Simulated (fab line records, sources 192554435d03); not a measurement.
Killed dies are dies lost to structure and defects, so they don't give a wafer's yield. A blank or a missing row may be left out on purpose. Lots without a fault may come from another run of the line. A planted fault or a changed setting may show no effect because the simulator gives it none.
A struck lot beside a sound one | flow n5_finfet | 15 steps out of a route of 1938
Sound: wafers L257.2, L257.3, L257.5. Struck: wafers L273.1, L273.6. The cause comes at the end.
At each step with rows: each side's tool, then ch and its chambers, then its first start. Under that, the readings that differ: sound wafers | struck wafers | difference of the means | sigmas: that difference in standard deviations of wafers without a fault.
alike: readings whose means differ by less than 2 such deviations, and words and numbers that are the same on both sides. not compared: withheld readings, readings that some wafer has no value for, bounds like >300 that may hide the same value, and numbers for which the record gives no deviation and whose values overlap.
The two part at a step that has a row with sigmas, a row that says differs or no value, or rows on one side only. Numbers that don't overlap but have no deviation are shown without sigmas and don't part them. A reading that every wafer of one side lacks parts them only if that side has two wafers or more.

first, 8 steps without rows for these wafers: N5_BEOL_M7_COAT_59 (time 60 s, resist thk 100 nm); N5_BEOL_M7_COAT_60 (time 60 s, resist thk 35 nm); N5_BEOL_M7_COAT_05 (resist thk 90 nm); N5_BEOL_M7_EBR_07; N5_BEOL_M7_SOFTBAKE_06 (time 60 s); N5_BEOL_M7_EXPOSE_08 (exposes mask M7); N5_BEOL_M7_PEB_09 (peb time 60 s); N5_BEOL_M7_DEVELOP_10 (develop time 30 s).
N5_BEOL_M7_CD_MEAS_11: target cd 38.5 nm.
  sound on cd_sem-01 ch 0, day 9 00:23; struck on cd_sem-03 ch 0, day 12 22:43
  alike: cd_nm
N5_BEOL_M7_OVL_MEAS_12:
  sound on overlay-02 ch 0, day 9 00:25; struck on overlay-01 ch 0, day 12 22:45
  reading     | sound       | struck    | difference | sigmas
  M7_OVL (nm) | 1.2 1.4 0.6 | -2.4 -0.3 | -2.4       | -3
N5_BEOL_M7_INSPECT_13: inspects for defects (brightfield).
  sound on defect_inspect-02, day 9 00:26; struck on defect_inspect-02, day 12 22:47
  alike: raw_defect_count
N5_BEOL_M7_DESCUM_16: chemistry O2, time 7.9 s.
  sound on rie_diel-01 ch 2,3, day 9 00:28; struck on rie_diel-01 ch 1, day 12 23:25
  alike: drypump_motor_current_A, oes_product_au, rf_fwd_power_W, rf_vpp_V, showerhead_plenum_p_Torr, throttle_valve_pct
  not compared: rf_hours_counter_h
N5_BEOL_M7_ETCH_61: etches SiARC in CF4, target depth 45.5 nm, time 75.8 s.
  sound on rie_diel-01 ch 2,3, day 9 00:31; struck on rie_diel-01 ch 1, day 12 23:27
  reading               | sound          | struck    | difference | sigmas
  etch_rf_on_time_s (s) | 78.2 76.3 78.4 | 89.2 89.4 | +11.7      | +7
  alike: drypump_motor_current_A, oes_product_au, rf_fwd_power_W, rf_vpp_V, showerhead_plenum_p_Torr, throttle_valve_pct
  not compared: rf_hours_counter_h
N5_BEOL_M7_ETCH_62: etches SOC in N2/H2, target depth 110 nm, overetch 22 nm, time 165 s.
  sound on rie_diel-01 ch 2,3, day 9 00:34; struck on rie_diel-01 ch 1, day 12 23:31
  alike: drypump_motor_current_A, oes_product_au, rf_fwd_power_W, rf_vpp_V, showerhead_plenum_p_Torr, throttle_valve_pct
  not compared: rf_hours_counter_h
N5_PASSIVATION_PROBE_49:
  the record has rows for the sound wafers here (prober-01, day 12 05:56) and none for the struck ones

WHERE THEY PART
First at N5_BEOL_M7_OVL_MEAS_12; last, within this record, at N5_PASSIVATION_PROBE_49.

WHY: what the simulator had put in
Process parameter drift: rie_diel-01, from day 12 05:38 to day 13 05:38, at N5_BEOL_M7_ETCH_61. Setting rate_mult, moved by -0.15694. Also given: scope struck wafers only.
